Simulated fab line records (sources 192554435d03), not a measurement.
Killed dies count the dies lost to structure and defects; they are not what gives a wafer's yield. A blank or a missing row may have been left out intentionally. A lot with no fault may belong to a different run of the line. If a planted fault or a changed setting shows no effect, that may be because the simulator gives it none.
Chamber matching | flow n5 finfet | N5_BEOL_M1_PRE_CLEAN_60 on cvd co-02: 3 sister chambers
The step time 15 s. 3 wafers are shown with their chamber, then 12 later ones without.

== WAFERS WITH THEIR CHAMBER ==
wafer  | chamber | heater power w (W)
L085.4 | 2       | 75
L085.5 | 0       | 116
L085.6 | 1       | 116

== WAFERS WITH NO CHAMBER GIVEN ==
wafer  | heater power w (W)
L086.2 | 74
L086.3 | 116
L086.6 | 115
L088.1 | 74
L088.2 | 115
L088.3 | 118
L088.4 | 76
L088.5 | 119
L088.6 | 113
L091.2 | 114
L091.5 | 77
L091.6 | 119

== THE CHAMBER EACH PASSED THROUGH ==
wafer  | from the rows above     | in truth
L086.2 | 2                       | 2
L086.3 | can't be placed: 0 or 1 | 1
L086.6 | can't be placed: 0 or 1 | 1
L088.1 | 2                       | 2
L088.2 | can't be placed: 0 or 1 | 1
L088.3 | can't be placed: 0 or 1 | 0
L088.4 | 2                       | 2
L088.5 | can't be placed: 0 or 1 | 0
L088.6 | can't be placed: 0 or 1 | 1
L091.2 | can't be placed: 0 or 1 | 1
L091.5 | 2                       | 2
L091.6 | can't be placed: 0 or 1 | 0
4 of 12 placed correctly. From these rows, 8 cannot be placed; in 8 the true chamber is one of the candidates. 0 placed wrongly.
How it was worked out, from the rows above alone: a wafer's distance from a chamber is the root of the sum, over the readings, of the square of ((its reading less the chamber's mean) divided by the reading's scatter). The wafer belongs to the nearest chamber; if the next one is less than 2 further off, it can't be placed. A chamber's mean is the mean of its shown wafers. The scatter (one wafer shown for each chamber): square how far every hidden wafer sits from the nearest shown wafer, average those squares and take the square root.
